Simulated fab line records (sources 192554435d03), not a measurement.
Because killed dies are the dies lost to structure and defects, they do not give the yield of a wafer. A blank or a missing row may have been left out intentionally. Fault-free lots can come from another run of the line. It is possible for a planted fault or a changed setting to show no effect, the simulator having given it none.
fab line records    flow n5-finfet
record lots=7  wafers=39
route steps=1938 shown WELL_APT@26 FIN_SAQP@96 GATE_CUT@469 BEOL_M0_SAQP@648 BEOL_M0@738 BEOL_M4@1067 BEOL_M5@1172 BEOL_M8@1377 BEOL_M9@1459 BEOL_M13@1706 BEOL_M15@1827
start-h: hours from the record's opening day to when the first of the lot's shown wafers began    wait-h: how many hours have passed since the lot's step before this one    " repeats the value in the row above    L1.1+2: a row that stands for several wafers    - no value, or no start given    * or withheld: withheld    < > ~ a bound
route shown NAME@n: a module of which the file shows steps, and the number in the route of the first    usual: average and standard deviation across the fault-free wafers    same: alike in all rows    chamber/n: place in a boat    sites: each site's reading    _std_site: the standard deviation of these    _edge_site: inner sites' mean taken away from outer sites' mean    radius-mm: how far each site lies from the wafer's centre    mask NAME#n: copy n    behind: the last tool/chamber to shape the wafer    hold: why the lot was held/for how many hours/how that ended    device: names the non-switching transistor (n, p or np)    end of line: tests of these same wafers at the route's end    a step with no rows: only its recipe    killed: the dies lost at the first sort to structure and to defects; this is not the yield of the wafer    map: dies across one wafer; x = killed, . = not, _ = none there
set.NAME: the run value of the setting; set.NAME@STEP: its run value at that earlier step    model.NAME: the simulator's own value behind a step, which no gauge read
lots where settings were altered on purpose, with a table for each step and a row for each wafer
## steps
# step N5_WELL_APT_DEVELOP_07
# recipe develop-time-s=45  rinse-liquid=surfactant-rinse  dry=air-spin  dev-temp-c=21
# step N5_FIN_SAQP_HM_DEP_03
# recipe material=SiNx  target-thk-a=380  temp-c=400  precursor=SiH4/NH3/N2  pressure-torr=1.5  rf-w=300  time-s=33.6
# step N5_GATE_CUT_ETCH_58
# recipe chemistry=CH3F/O2  target=SiNx  target-depth-a=170  time-s=128.6  ion-energy-ev=50  pressure-mtorr=30  source-w=415  bias-w=21  Ar_flow_sccm=150  CH3F_flow_sccm=30  O2_flow_sccm=20
# step N5_BEOL_M0_SAQP_DEVELOP_13
# recipe develop-time-s=30  developer=TMAH  resist=CAR-ArF  dev-temp-c=23  rinse-liquid=diw  dry=air-spin
# step N5_BEOL_M0_SPUTTER_134
# recipe material=Cu  target-thk-a=40  temp-c=-20  chamber-pressure-pa=0.07  power-w=withheld  time-s=7.37
# step N5_BEOL_M4_VIA_ETCH_34
# recipe chemistry=C4F6/O2  target-depth-a=694  mask-material=SOC  pressure-mtorr=15  ion-energy-ev=250  taper-deg=4  time-s=65.9  source-w=350  bias-w=170  Ar_flow_sccm=300  C4F6_flow_sccm=10  O2_flow_sccm=10
# step N5_BEOL_M5_ALD_86
# recipe material=TaN  target-thk-a=*  temp-c=275  ald-precursor-family=PDMAT  ald-co-reactant=NH3  pressure-torr=3  carrier-flow-sccm=1500  pulse-time-s=2  purge-time-s=3  co-reactant-purge-time-s=2  co-reactant-pulse-time-s=3  ald-cycles=30  precursor-vessel-temp-c=75  precursor-vessel-pressure-torr=26.25  precursor-vessel-carrier-sccm=1000
# step N5_BEOL_M8_TRENCH_ETCH_37
# recipe chemistry=C4F6/O2  target-depth-a=934.78  target=SiCOH_lowk  time-s=31.2  ion-energy-ev=250  pressure-mtorr=30  source-w=345  bias-w=185  Ar_flow_sccm=300  C4F6_flow_sccm=10  O2_flow_sccm=10
# step N5_BEOL_M9_SURFACE_TREAT_79
# recipe gas=Ar  time-s=*  ion-energy-ev=*  ion-current-ma-cm2=0.5  pressure-mtorr=*  ar-flow-sccm=30
# step N5_BEOL_M13_SPUTTER_44
# recipe material=Ta  target-thk-a=100  temp-c=50  bias-v=80  power-w=15000  chamber-pressure-pa=0.07  time-s=16.13
# step N5_BEOL_M15_DEP_53
# recipe material=SiCN  target-thk-a=500  temp-c=withheld  precursor=3MS/NH3  pressure-torr=3  rf-w=675  time-s=17.8
# step N5_BEOL_M15_RC_MEAS_101
# usual SERP_M5=38.4/1.3  SERP_M8=13.8/0.47
lot.wafer  tool       chamber  start-h  wait-h  set.develop-time-s@WELL_APT_DEVELOP_07  set.target-thk-a@FIN_SAQP_HM_DEP_03  set.target-depth-a@GATE_CUT_ETCH_58  set.develop-time-s@BEOL_M0_SAQP_DEVELOP_13  set.time-s@BEOL_M0_SPUTTER_134  set.target-depth-a@BEOL_M4_VIA_ETCH_34  set.ald-cycles@BEOL_M5_ALD_86  set.time-s@BEOL_M8_TRENCH_ETCH_37  set.time-s@BEOL_M9_SURFACE_TREAT_79  set.time-s@BEOL_M13_SPUTTER_44  set.time-s@BEOL_M15_DEP_53  SERP_M5[ohm/um]  SERP_M8[ohm/um]
L074.1     prober-01  0        309.04   0.0     71.55                                   380                                  77.84                                30                                          7.37                            399.7                                   30                             31.2                               *                                    16.13                           17.8                        39.1             13.9
L074.2     "          0        "        "       71.55                                   380                                  170                                  30                                          9.252                           399.7                                   47                             25.56                              *                                    16.13                           17.8                        47.2             19.1
L074.3     "          0        "        "       45                                      380                                  77.84                                30                                          7.37                            694                                     30                             31.2                               *                                    10.16                           17.8                        41.3             13.9
L074.4     "          0        "        "       71.55                                   380                                  170                                  38.57                                       9.252                           694                                     30                             25.56                              *                                    10.16                           17.8                        40.5             17.3
L074.5     "          0        "        "       45                                      380                                  170                                  38.57                                       7.37                            694                                     47                             25.56                              *                                    16.13                           17.8                        44.3             19.2
L074.6     "          0        "        "       45                                      380                                  77.84                                38.57                                       9.252                           399.7                                   47                             31.2                               *                                    10.16                           17.8                        46.0             13.8
L076.1     prober-02  0        309.58   0.0     45                                      380                                  170                                  30                                          7.37                            694                                     30                             31.2                               *                                    16.13                           17.8                        40.0             14.0
L076.2     "          0        "        "       45                                      380                                  170                                  30                                          7.37                            694                                     30                             31.2                               *                                    16.13                           17.8                        40.3             14.3
L076.5     "          0        "        "       45                                      380                                  170                                  30                                          7.37                            694                                     30                             31.2                               *                                    16.13                           17.8                        39.0             13.5
L077.1     prober-02  0        324.00   0.0     45                                      380                                  170                                  30                                          7.37                            1095                                    30                             21.98                              *                                    25.53                           11.22                       39.5             22.4
L077.2     "          0        "        "       37.38                                   380                                  170                                  30                                          7.37                            694                                     30                             21.98                              *                                    16.13                           17.8                        38.0             24.0
L077.3     "          0        "        "       37.38                                   555.6                                170                                  30                                          7.37                            694                                     39                             31.2                               *                                    16.13                           17.8                        42.7             14.1
L077.4     "          0        "        "       45                                      380                                  170                                  30                                          11.59                           1095                                    30                             31.2                               *                                    25.53                           17.8                        38.3             14.1
L077.5     "          0        "        "       37.38                                   555.6                                170                                  30                                          11.59                           694                                     39                             21.98                              *                                    25.53                           11.22                       43.1             23.7
L077.6     "          0        "        "       45                                      555.6                                170                                  30                                          11.59                           1095                                    39                             31.2                               *                                    16.13                           11.22                       40.9             14.5
L081.1     prober-01  0        338.27   0.0     18.78                                   380                                  170                                  38.51                                       11.55                           694                                     46                             31.2                               *                                    16.13                           17.8                        45.9             13.4
L081.2     "          0        "        "       45                                      380                                  170                                  30                                          7.37                            694                                     30                             31.2                               *                                    25.63                           17.8                        38.9             14.2
L081.3     "          0        "        "       18.78                                   182.5                                170                                  30                                          7.37                            694                                     46                             31.2                               *                                    25.63                           17.8                        44.2             13.0
L081.4     "          0        "        "       45                                      380                                  170                                  38.51                                       11.55                           694                                     46                             31.2                               *                                    16.13                           17.8                        42.9             13.7
L081.5     "          0        "        "       45                                      182.5                                170                                  30                                          11.55                           694                                     30                             31.2                               *                                    25.63                           17.8                        39.6             13.4
L081.6     "          0        "        "       18.78                                   182.5                                170                                  38.51                                       7.37                            694                                     30                             31.2                               *                                    16.13                           17.8                        39.8             14.3
L083.1     prober-02  0        346.01   0.0     45                                      380                                  170                                  30                                          3.746                           975.8                                   22                             31.2                               *                                    9.857                           9.175                       37.1             13.3
L083.2     "          0        "        "       45                                      524.4                                170                                  38.56                                       7.37                            975.8                                   22                             31.2                               *                                    16.13                           17.8                        36.8             13.5
L083.3     "          0        "        "       45                                      380                                  170                                  38.56                                       7.37                            975.8                                   30                             31.2                               *                                    16.13                           9.175                       38.4             14.2
L083.4     "          0        "        "       45                                      524.4                                170                                  30                                          7.37                            694                                     30                             31.2                               *                                    9.857                           17.8                        39.0             14.0
L083.5     "          0        "        "       45                                      380                                  170                                  30                                          3.746                           694                                     30                             31.2                               *                                    9.857                           17.8                        40.1             13.3
L083.6     "          0        "        "       45                                      524.4                                170                                  38.56                                       3.746                           694                                     22                             31.2                               *                                    16.13                           9.175                       37.8             13.8
L091.1     prober-01  0        395.77   0.0     45                                      506.7                                214.8                                44.52                                       7.37                            694                                     30                             31.2                               *                                    16.13                           17.8                        37.3             13.1
L091.2     "          0        "        "       45                                      380                                  170                                  44.52                                       7.37                            694                                     38                             31.2                               *                                    16.13                           25.79                       39.1             13.8
L091.3     "          0        "        "       37.42                                   506.7                                214.8                                30                                          7.37                            565.6                                   38                             31.2                               *                                    16.13                           17.8                        40.9             13.7
L091.4     "          0        "        "       37.42                                   380                                  214.8                                44.52                                       7.37                            565.6                                   30                             48.64                              *                                    16.13                           17.8                        39.8             7.7
L091.5     "          0        "        "       37.42                                   506.7                                170                                  30                                          7.37                            565.6                                   30                             48.64                              *                                    16.13                           25.79                       38.2             8.1
L091.6     "          0        "        "       45                                      380                                  170                                  30                                          7.37                            694                                     38                             48.64                              *                                    16.13                           25.79                       39.7             7.5
L097.1     prober-02  0        460.99   0.0     45                                      380                                  170                                  38.52                                       10.47                           694                                     30                             31.2                               *                                    16.13                           17.8                        40.5             14.6
L097.2     "          0        "        "       45                                      157.2                                81.48                                38.52                                       7.37                            402.8                                   24                             31.2                               *                                    16.13                           17.8                        36.4             14.0
L097.3     "          0        "        "       45                                      157.2                                81.48                                30                                          10.47                           402.8                                   30                             31.2                               *                                    7.595                           17.8                        39.5             14.4
L097.4     "          0        "        "       45                                      157.2                                170                                  38.52                                       7.37                            694                                     24                             31.2                               *                                    7.595                           17.8                        37.1             14.0
L097.5     "          0        "        "       45                                      380                                  170                                  30                                          7.37                            402.8                                   30                             31.2                               *                                    16.13                           17.8                        40.0             14.2
L097.6     "          0        "        "       45                                      380                                  81.48                                30                                          10.47                           694                                     24                             31.2                               *                                    7.595                           17.8                        36.5             14.1
## key
split step=N5_WELL_APT_DEVELOP_07  setting=develop-time-s  stated-as=45
response none clear
split step=N5_FIN_SAQP_HM_DEP_03  setting=target-thk-a  stated-as=380
response none clear
split step=N5_GATE_CUT_ETCH_58  setting=target-depth-a  stated-as=170
response none clear
split step=N5_BEOL_M0_SAQP_DEVELOP_13  setting=develop-time-s  stated-as=30
response none clear
split step=N5_BEOL_M0_SPUTTER_134  setting=time-s  stated-as=7.37
response none clear
split step=N5_BEOL_M4_VIA_ETCH_34  setting=target-depth-a  stated-as=694
response none clear
split step=N5_BEOL_M5_ALD_86  setting=ald-cycles  stated-as=30
response step=N5_BEOL_M15_RC_MEAS_101  reading=SERP_M5  slope=+0.0843  per=1%  together-with=all  explained=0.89
split step=N5_BEOL_M8_TRENCH_ETCH_37  setting=time-s  stated-as=31.2
response step=N5_BEOL_M15_RC_MEAS_101  reading=SERP_M8  slope=-0.16  per=1%  together-with=all  explained=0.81
split step=N5_BEOL_M9_SURFACE_TREAT_79  setting=time-s  stated-as=*
response none clear
split step=N5_BEOL_M13_SPUTTER_44  setting=time-s  stated-as=16.13
response none clear
split step=N5_BEOL_M15_DEP_53  setting=time-s  stated-as=17.8
response none clear
